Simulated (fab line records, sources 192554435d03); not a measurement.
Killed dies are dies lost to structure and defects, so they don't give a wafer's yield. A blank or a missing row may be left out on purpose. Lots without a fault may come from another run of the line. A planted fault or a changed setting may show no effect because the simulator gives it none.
Chamber matching | flow n5_finfet | N5_BEOL_M14_ETCH_67 on rie_diel-03: 4 sister chambers
The step etches SiARC in CF4, target depth 143 nm, time 238.3 s. 4 wafers are shown with their chamber, then 11 later ones without.

WAFERS WITH THEIR CHAMBER
wafer  | chamber | showerhead_plenum_p_Torr (Torr)
L080.2 | 0       | 2.26
L081.2 | 1       | 2.07
L084.6 | 3       | 2.12
L085.1 | 2       | 2.05

WAFERS WITHOUT THEIR CHAMBER
wafer  | showerhead_plenum_p_Torr (Torr)
L085.4 | 2.06
L085.5 | 2.05
L087.2 | 2.05
L087.4 | 2.06
L087.5 | 2.05
L089.2 | 2.11
L089.4 | 2.25
L089.5 | 2.05
L096.2 | 2.04
L096.3 | 2.24
L096.6 | 2.11

WHICH CHAMBER EACH WENT THROUGH
wafer  | from the rows above     | in truth
L085.4 | can't be placed: 1 or 2 | 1
L085.5 | 2                       | 2
L087.2 | 2                       | 2
L087.4 | can't be placed: 1 or 2 | 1
L087.5 | 2                       | 2
L089.2 | 3                       | 3
L089.4 | 0                       | 0
L089.5 | 2                       | 2
L096.2 | 2                       | 2
L096.3 | 0                       | 0
L096.6 | 3                       | 3
Placed correctly: 9 of 11. Can't be placed from these rows: 2 (the true chamber is among the candidates in 2). Placed wrongly: 0.
How it was worked out, from the rows above alone: a wafer's distance from a chamber is the root of the sum, over the readings, of the square of ((its reading less the chamber's mean) divided by the reading's scatter). The wafer belongs to the nearest chamber; if the next one is less than 2 further off, it can't be placed. A chamber's mean is the mean of its shown wafers. The scatter: with one shown wafer a chamber, the root of the mean of the squares of how far each hidden wafer lies from its nearest shown one.
